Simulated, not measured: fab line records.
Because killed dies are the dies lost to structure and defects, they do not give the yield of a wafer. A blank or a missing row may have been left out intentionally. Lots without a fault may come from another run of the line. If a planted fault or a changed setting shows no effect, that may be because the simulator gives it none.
The tool behind it: which one? || flow n5-finfet || 24 lots (72 wafers sampled), 1 step of a 1938-step route

## WHAT THE GAUGES SHOWED, per wafer
N5_BEOL_M1_OVL_MEAS_12.
{"lot": "L074", "measured": "day 6 06:31", "on": "overlay-01", "M1_OVL (nm)": "1.0 -0.3 -0.2"}
{"lot": "L075", "measured": "day 6 11:16", "on": "overlay-02", "M1_OVL (nm)": "1.8 0.8 0.1"}
{"lot": "L076", "measured": "day 6 14:46", "on": "overlay-01", "M1_OVL (nm)": "0.4 -0.2 0.2"}
{"lot": "L077", "measured": "day 6 15:15", "on": "overlay-02", "M1_OVL (nm)": "-0.6 -0.2 -1.0"}
{"lot": "L078", "measured": "day 7 04:24", "on": "overlay-01", "M1_OVL (nm)": "0.3 0.0 -0.2"}
{"lot": "L080", "measured": "day 7 14:05", "on": "overlay-02", "M1_OVL (nm)": "0.5 0.9 -0.2"}
{"lot": "L079", "measured": "day 7 14:34", "on": "overlay-02", "M1_OVL (nm)": "0.1 0.1 0.4"}
{"lot": "L081", "measured": "day 7 21:11", "on": "overlay-01", "M1_OVL (nm)": "-1.3 0.9 -0.2"}
{"lot": "L082", "measured": "day 8 01:03", "on": "overlay-01", "M1_OVL (nm)": "-0.3 0.1 0.2"}
{"lot": "L083", "measured": "day 8 10:02", "on": "overlay-02", "M1_OVL (nm)": "0.6 0.8 1.2"}
{"lot": "L084", "measured": "day 8 12:13", "on": "overlay-01", "M1_OVL (nm)": "0.6 1.3 -1.0"}
{"lot": "L085", "measured": "day 9 00:46", "on": "overlay-02", "M1_OVL (nm)": "0.5 0.0 -0.4"}
{"lot": "L086", "measured": "day 9 06:51", "on": "overlay-01", "M1_OVL (nm)": "0.0 -0.3 0.4"}
{"lot": "L087", "measured": "day 9 07:10", "on": "overlay-02", "M1_OVL (nm)": "-0.5 -0.4 -0.7"}
{"lot": "L089", "measured": "day 10 04:02", "on": "overlay-01", "M1_OVL (nm)": "-0.7 0.5 0.3"}
{"lot": "L088", "measured": "day 10 04:15", "on": "overlay-01", "M1_OVL (nm)": "0.5 1.4 0.8"}
{"lot": "L090", "measured": "day 10 04:26", "on": "overlay-01", "M1_OVL (nm)": "0.7 -1.0 0.2"}
{"lot": "L091", "measured": "day 10 08:23", "on": "overlay-02", "M1_OVL (nm)": "0.6 -0.7 0.5"}
{"lot": "L092", "measured": "day 10 18:46", "on": "overlay-02", "M1_OVL (nm)": "-1.0 0.0 0.4"}
{"lot": "L093", "measured": "day 10 19:25", "on": "overlay-02", "M1_OVL (nm)": "0.0 -0.2 0.2"}
{"lot": "L094", "measured": "day 11 03:44", "on": "overlay-01", "M1_OVL (nm)": "0.4 0.0 1.8"}
{"lot": "L095", "measured": "day 11 12:09", "on": "overlay-02", "M1_OVL (nm)": "0.5 0.9 0.7"}
{"lot": "L096", "measured": "day 11 13:11", "on": "overlay-02", "M1_OVL (nm)": "0.6 -0.2 0.8"}
{"lot": "L097", "measured": "day 11 20:34", "on": "overlay-02", "M1_OVL (nm)": "1.2 0.6 0.1"}

## WHICH TOOL RAN EACH LOT (tool, then ch and the chambers of the sampled wafers, then the start)
Before these readings, the record contains no process step.

## WHAT THE TOOLS THEMSELVES READ (means of the sampled wafers that have a number; where no wafer has one, the mark that the record gives instead)
The record holds no such reading with a usual standard deviation.

## THE ANSWER, worked out from the rows above alone
Rule: what is usual is taken from the lots themselves. The widest of any qualifying gaps counts: lots, ordered by their means at a reading, are off when they make up no more than a third of the lots, leave a main group of 4 or more, and stand apart from it by 3 or more times the standard deviation of that group's means. The tables above print the reading to a certain number of digits; a main group whose means all agree to those digits is not used. A lot without any number at a reading at which 4 lots or more have one is off too. Where the step has rows for the other lots, those lots are counted as sound. First the gauges in route order, then the tools' own readings, where a lot's mean is used as printed above. At the first step where some lot is off, the reading lying furthest off is the one used; lots without a number count as furthest.
No lot is off at any reading shown: from this, nothing can be told.

## WHAT THE SIMULATOR HAD PUT IN
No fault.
